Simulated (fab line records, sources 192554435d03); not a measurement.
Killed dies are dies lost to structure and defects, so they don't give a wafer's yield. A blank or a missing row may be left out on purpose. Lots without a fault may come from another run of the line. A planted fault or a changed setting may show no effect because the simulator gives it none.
fab line records | flow n5_finfet
record lots=5 wafers=15 last_day=20
route steps=1938 shown BEOL_M15@1796
lots that met no fault: from a run of the same line without faults
start_h: hours from the record's first day to the start of the lot's first wafer shown | wait_h: hours since the lot's step before | " the same as in the row above | L1.1+2: a row that stands for several wafers | - no value, or no start given | * or withheld: withheld | < > ~ a bound
route shown NAME@n: a module of which the file shows steps, and the number in the route of the first | usual: mean/standard deviation of fault-free wafers | same: alike in all rows | chamber/n: place in a boat | sites: the reading at each site | _std_site: their standard deviation | _edge_site: outer sites' mean less inner sites' | radius_mm: how far each site lies from the wafer's centre | mask NAME#n: copy n | behind: the tool/chamber that last shaped the wafer | hold: why the lot was held/for how many hours/how that ended | device: the transistor (n, p or np) that didn't switch | end of line: the same wafers' tests at the end of the route | a step without rows: its recipe alone | killed: dies lost to structure and defects at the first sort, not the wafer's yield | map: a wafer's dies, x killed, . not, _ none there
set.NAME: the setting as run; set.NAME@STEP: as run at that earlier step | model.NAME: the simulator's own value behind a step, which no gauge read
lots at some steps of the route; a table a step, a row a wafer
services: from which hour (start_h, from the record's first day; less than 0 if before it) a tool's chamber was out of use, for how many hours, and why
## steps
# step N5_BEOL_M15_COAT_60
# recipe resist=BARC temp_c=205 time_s=60 spin_rpm=1500 resist_thk_nm=89
# step N5_BEOL_M15_COAT_22
# recipe spin_rpm=1704 resist_thk_nm=800
# step N5_BEOL_M15_EBR_24
# recipe solvent=PGMEA ebr_width_mm=1.5
# step N5_BEOL_M15_SOFTBAKE_23
# recipe temp_c=130 time_s=60
# step N5_BEOL_M15_EXPOSE_25
# recipe mask_id=M15 na=0.8 source_shape=annular sigma_inner=0.5 sigma_outer=0.8 polarization=unpolarized target_cd_nm=400 dose_mj=35.5
# step N5_BEOL_M15_PEB_26
# recipe peb_temp_c=130 peb_time_s=90
# step N5_BEOL_M15_DEVELOP_27
# recipe develop_time_s=45 rinse_liquid=diw dry=air_spin dev_temp_c=21
# step N5_BEOL_M15_HARDBAKE_32
# recipe temp_c=130 time_s=120
# step N5_BEOL_M15_CD_MEAS_28
# recipe target_cd_nm=407.6 landing_energy_ev=500 detector=se_inlens
# usual cd_nm=408.0/1.5
# columns lot.wafer tool chamber start_h wait_h cd_nm
L781.3 cd_sem-01 0 281.94 - 407.2
L781.5 " 0 " " 408.9
L781.6 " 0 " " 406.6
L784.2 cd_sem-02 0 285.44 - 407.1
L784.4 " 0 " " 406.6
L784.6 " 0 " " 406.9
L799.4 cd_sem-03 0 425.38 - 408.9
L799.5 " 0 " " 410.2
L799.6 " 0 " " 410.1
L802.3 cd_sem-03 0 433.52 - 408.1
L802.4 " 0 " " 408.1
L802.6 " 0 " " 409.1
L801.1 cd_sem-01 0 453.28 - 410.5
L801.4 " 0 " " 408.8
L801.5 " 0 " " 408.9
# step N5_BEOL_M15_OVL_MEAS_29
# recipe points_per_wafer=44
# usual M15_OVL=1/6.1
# columns lot.wafer tool chamber start_h wait_h M15_OVL[nm]
L781.3 overlay-02 0 281.97 0.0 3
L781.5 " 0 " " 1
L781.6 " 0 " " -8
L784.2 overlay-02 0 285.47 0.0 2
L784.4 " 0 " " -4
L784.6 " 0 " " -3
L799.4 overlay-01 0 425.41 0.0 2
L799.5 " 0 " " -9
L799.6 " 0 " " 4
L802.3 overlay-01 0 433.55 0.0 11
L802.4 " 0 " " 2
L802.6 " 0 " " 4
L801.1 overlay-02 0 453.31 0.0 -3
L801.4 " 0 " " -3
L801.5 " 0 " " -12
# step N5_BEOL_M15_INSPECT_30
# recipe mode=adi inspect_instrument=macro
# usual raw_defect_count=1.9/1.5
# columns lot.wafer tool chamber start_h wait_h raw_defect_count
L781.3 defect_inspect-02 - 282.00 0.0 1
L781.5 " - " " 1
L781.6 " - " " 4
L784.2 defect_inspect-02 - 285.49 0.0 2
L784.4 " - " " 1
L784.6 " - " " 4
L799.4 defect_inspect-01 - 425.43 0.0 0
L799.5 " - " " 0
L799.6 " - " " 2
L802.3 defect_inspect-02 - 433.58 0.0 0
L802.4 " - " " 2
L802.6 " - " " 1
L801.1 defect_inspect-01 - 453.33 0.0 3
L801.4 " - " " 2
L801.5 " - " " 4
# step N5_BEOL_M15_DESCUM_33
# recipe chemistry=O2 time_s=7.9 source_power_w=50 bias_power_w=20 pressure_mtorr=20 rf_frequency_hz=2.712e+07 temp_c=40 o2_flow_sccm=225
# usual drypump_motor_current_A=5.6/0.47 o2_flow_sccm=225.0/0.67 oes_product_au=0.82/0.082 rf_vpp_V=243.5/1.6 showerhead_plenum_p_Torr=2.12/0.081 throttle_valve_pct=20.41/0.19
# columns lot.wafer tool chamber start_h wait_h drypump_motor_current_A o2_flow_sccm oes_product_au rf_hours_counter_h rf_vpp_V showerhead_plenum_p_Torr throttle_valve_pct
L781.3 rie_diel-06 3 282.16 0.2 5.5 224.8 0.68 227 242.3 2.06 20.68
L781.5 " 3 " " 5.5 225.8 0.68 - 242.9 2.06 20.65
L781.6 " 0 " " 5.2 225.3 0.90 - 241.9 2.05 20.29
L784.2 rie_diel-02 3 285.52 0.0 5.8 225.1 0.75 125 243.3 2.01 20.81
L784.4 " 0 " " 5.6 224.7 0.86 55 243.7 2.05 20.40
L784.6 " 0 " " 5.6 225.1 0.86 - 242.7 2.05 20.41
L799.4 rie_diel-02 2 425.46 0.0 6.0 225.1 0.69 239 243.8 2.16 20.68
L799.5 " 0 " " 5.6 223.8 0.82 - 241.8 2.04 20.47
L799.6 " 3 " " 5.8 224.0 0.72 - 242.8 2.00 20.85
L802.3 rie_diel-03 0 433.90 0.3 4.8 225.8 0.76 122 243.2 2.02 20.33
L802.4 " 2 " " 5.3 224.7 0.85 61 243.7 2.22 20.45
L802.6 " 1 " " 6.0 224.6 0.91 - 242.7 2.13 20.26
L801.1 rie_diel-03 2 453.37 0.0 5.3 224.9 0.85 67 247.3 2.21 20.45
L801.4 " 3 " " 5.5 224.7 0.80 99 244.0 2.20 20.40
L801.5 " 3 " " 5.5 224.5 0.80 - 246.6 2.20 20.38
# step N5_BEOL_M15_ETCH_61
# recipe chemistry=N2/H2 target=BARC target_depth_a=890 overetch_a=267 time_s=67.9 ion_energy_ev=200 pressure_mtorr=30 source_w=840 bias_w=150 n2_flow_sccm=200 h2_flow_sccm=200
# usual bias_w=150.0/0.44 drypump_motor_current_A=5.6/0.47 oes_product_au=0.70/0.066 rf_vpp_V=524.6/2.8 showerhead_plenum_p_Torr=2.57/0.098 throttle_valve_pct=17.82/0.18
# columns lot.wafer tool chamber start_h wait_h bias_w drypump_motor_current_A oes_product_au rf_hours_counter_h rf_vpp_V showerhead_plenum_p_Torr throttle_valve_pct
L781.3 rie_diel-06 3 282.20 0.0 150.7 5.5 0.59 227 522.5 2.52 18.18
L781.5 " 3 " " 150.3 5.5 0.59 - 523.1 2.52 18.18
L781.6 " 0 " " 149.9 5.2 0.78 - 522.0 2.48 17.65
L784.2 rie_diel-02 3 285.56 0.0 149.9 5.8 0.65 125 521.4 2.46 18.23
L784.4 " 0 " " 150.7 5.6 0.73 55 522.6 2.47 17.72
L784.6 " 0 " " 150.6 5.6 0.74 - 522.6 2.47 17.72
L799.4 rie_diel-02 2 425.50 0.0 150.5 6.0 0.59 239 525.4 2.60 17.99
L799.5 " 0 " " 163.3 5.6 0.70 - 551.8 2.46 17.80
L799.6 " 3 " " 150.6 5.8 0.62 - 520.3 2.44 18.30
L802.3 rie_diel-03 0 433.93 0.0 150.4 4.7 0.65 122 520.3 2.45 17.74
L802.4 " 2 " " 150.6 5.3 0.72 61 526.8 2.69 17.84
L802.6 " 1 " " 150.2 6.0 0.77 - 526.6 2.59 17.80
L801.1 rie_diel-03 2 453.40 0.0 149.9 5.3 0.72 67 527.5 2.68 17.83
L801.4 " 3 " " 149.4 5.5 0.69 99 527.0 2.68 17.75
L801.5 " 3 " " 150.1 5.5 0.68 - 526.9 2.68 17.78
# step N5_BEOL_M15_TRENCH_ETCH_34
# recipe chemistry=C4F8/O2/Ar target=SiO2 target_depth_a=8729.3 he_inner_torr=15 he_outer_torr=30 time_s=199 ion_energy_ev=800 pressure_mtorr=20 source_w=1905 bias_w=2040 Ar_flow_sccm=400 C4F8_flow_sccm=16 O2_flow_sccm=12
# usual bias_w=2040/6.3 drypump_motor_current_A=5.6/0.47 he_inner_torr=14.998/0.029 oes_product_au=0.82/0.081 rf_vpp_V=2223/20 showerhead_plenum_p_Torr=3.47/0.12 throttle_valve_pct=30.90/0.17
# columns lot.wafer tool chamber start_h wait_h bias_w drypump_motor_current_A he_inner_torr oes_product_au rf_hours_counter_h rf_vpp_V showerhead_plenum_p_Torr throttle_valve_pct
L781.3 rie_diel-06 3 282.25 0.0 2040 5.5 14.968 0.67 227 2214 3.41 31.25
L781.5 " 3 " " 2027 5.5 14.942 0.68 - 2215 3.41 31.25
L781.6 " 0 " " 2038 5.2 14.959 0.90 - 2200 3.38 30.91
L784.2 rie_diel-02 3 285.61 0.0 2043 5.8 15.008 0.75 125 2195 3.32 31.27
L784.4 " 0 " " 2045 5.7 15.028 0.87 55 2196 3.36 30.92
L784.6 " 0 " " 2045 5.6 14.986 0.86 - 2196 3.36 30.92
L799.4 rie_diel-02 2 425.55 0.0 2032 6.0 14.987 0.69 239 2225 3.53 31.03
L799.5 " 0 " " 2027 5.6 14.978 0.82 - 2194 3.34 30.95
L799.6 " 3 " " 2039 5.8 15.029 0.71 - 2195 3.30 31.30
L802.3 rie_diel-03 0 433.98 0.0 2040 4.8 15.002 0.76 122 2212 3.34 30.85
L802.4 " 2 " " 2041 5.3 15.001 0.85 61 2246 3.61 30.90
L802.6 " 1 " " 2046 6.1 15.003 0.92 - 2244 3.50 30.85
L801.1 rie_diel-03 2 453.46 0.0 2037 5.3 14.991 0.84 67 2245 3.61 30.87
L801.4 " 3 " " 2044 5.5 14.974 0.80 99 2243 3.59 30.72
L801.5 " 3 " " 2043 5.6 14.984 0.80 - 2242 3.59 30.73
## services
# columns tool chamber start_h hours kind
rie_diel-03 1 260.48 6.6 repair
rie_diel-03 1 280.85 - clean
rie_diel-03 1 280.85 - consumable_replace:focus_ring
rie_diel-03 1 280.85 20.3 scheduled_down
rie_diel-03 1 280.85 20.3 vent_cycle
rie_diel-03 3 318.68 3.2 repair
rie_diel-06 3 326.10 3.0 repair
rie_diel-06 1 356.46 - clean
rie_diel-06 1 356.46 - consumable_replace:focus_ring
rie_diel-06 1 356.46 29.5 scheduled_down
rie_diel-06 1 356.46 29.5 vent_cycle
rie_diel-03 2 381.01 1.2 repair
rie_diel-02 - 383.04 0.7 repair
rie_diel-06 - 385.21 14.6 pm
rie_diel-03 1 388.62 8.8 repair
rie_diel-06 3 399.81 - clean
rie_diel-06 3 399.81 - consumable_replace:focus_ring
rie_diel-06 3 399.81 20.3 scheduled_down
rie_diel-06 3 399.81 20.3 vent_cycle
rie_diel-02 2 428.98 2.7 repair
## key
first_sign step=N5_BEOL_M15_ETCH_61 reading=bias_w direction=up sigmas=31 usual=* struck=*
effect step=N5_BEOL_M15_ETCH_61 reading=rf_vpp_V direction=up sigmas=9.7 usual=524.6 struck=551.8
met_at N5_BEOL_M15_ETCH_61
struck_wafers L799.5
onset_between 285.56 425.50
fault kind=process_parameter_drift tool=rie_diel-02 chamber=0 onset_h=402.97 steps=N5_BEOL_M15_ETCH_61 channel=bias_w offset=* shape=step end_h=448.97 acts_in=* stated=*
